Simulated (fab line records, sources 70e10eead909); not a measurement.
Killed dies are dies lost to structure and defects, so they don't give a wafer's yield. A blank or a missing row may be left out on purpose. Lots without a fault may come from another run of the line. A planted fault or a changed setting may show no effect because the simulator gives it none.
Chamber matching | flow nand_harc | NHARC_THIN_TSV_ETCH_15 on rie_si-01: 4 sister chambers
The step target depth 3000 nm, bosch target overetch cycles 2, bosch etch step 2.8 s. 8 wafers are shown with their chamber, then 9 later ones without.

WAFERS WITH THEIR CHAMBER
wafer  | chamber | drypump_motor_current_A (A) | he_backside_leak_sccm (sccm)
L077.1 | 0       | 5.2                         | 2.62
L077.5 | 2       | 5.2                         | 2.73
L078.2 | 2       | 5.3                         | 2.74
L083.4 | 3       | 5.4                         | 2.71
L083.6 | 1       | 6.5                         | 2.73
L087.1 | 1       | 6.4                         | 2.88
L087.2 | 0       | 5.2                         | 2.91
L087.4 | 3       | 5.4                         | 2.79

WAFERS WITHOUT THEIR CHAMBER
wafer  | drypump_motor_current_A (A) | he_backside_leak_sccm (sccm)
L093.3 | 5.3                         | 2.79
L093.5 | 5.2                         | 3.12
L093.6 | 5.3                         | 2.73
L094.1 | 5.3                         | 2.75
L094.2 | 5.2                         | 2.94
L094.6 | 5.2                         | 2.89
L097.1 | 5.4                         | 2.74
L097.2 | 6.5                         | 3.11
L097.4 | 5.2                         | 3.02

WHICH CHAMBER EACH WENT THROUGH
wafer  | from the rows above          | in truth
L093.3 | can't be placed: 2 or 0 or 3 | 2
L093.5 | can't be placed: 0 or 2      | 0
L093.6 | can't be placed: 2 or 3 or 0 | 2
L094.1 | can't be placed: 2 or 3 or 0 | 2
L094.2 | can't be placed: 0 or 2      | 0
L094.6 | can't be placed: 0 or 2      | 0
L097.1 | 3                            | 3
L097.2 | 1                            | 1
L097.4 | can't be placed: 0 or 2      | 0
Placed correctly: 2 of 9. Can't be placed from these rows: 7 (the true chamber is among the candidates in 7). Placed wrongly: 0.
How it was worked out, from the rows above alone: a wafer's distance from a chamber is the root of the sum, over the readings, of the square of ((its reading less the chamber's mean) divided by the reading's scatter). The wafer belongs to the nearest chamber; if the next one is less than 2 further off, it can't be placed. A chamber's mean is the mean of its shown wafers. The scatter: the root of (the sum of the squares of (reading less its chamber's mean) over the shown wafers, divided by (wafers less chambers)).
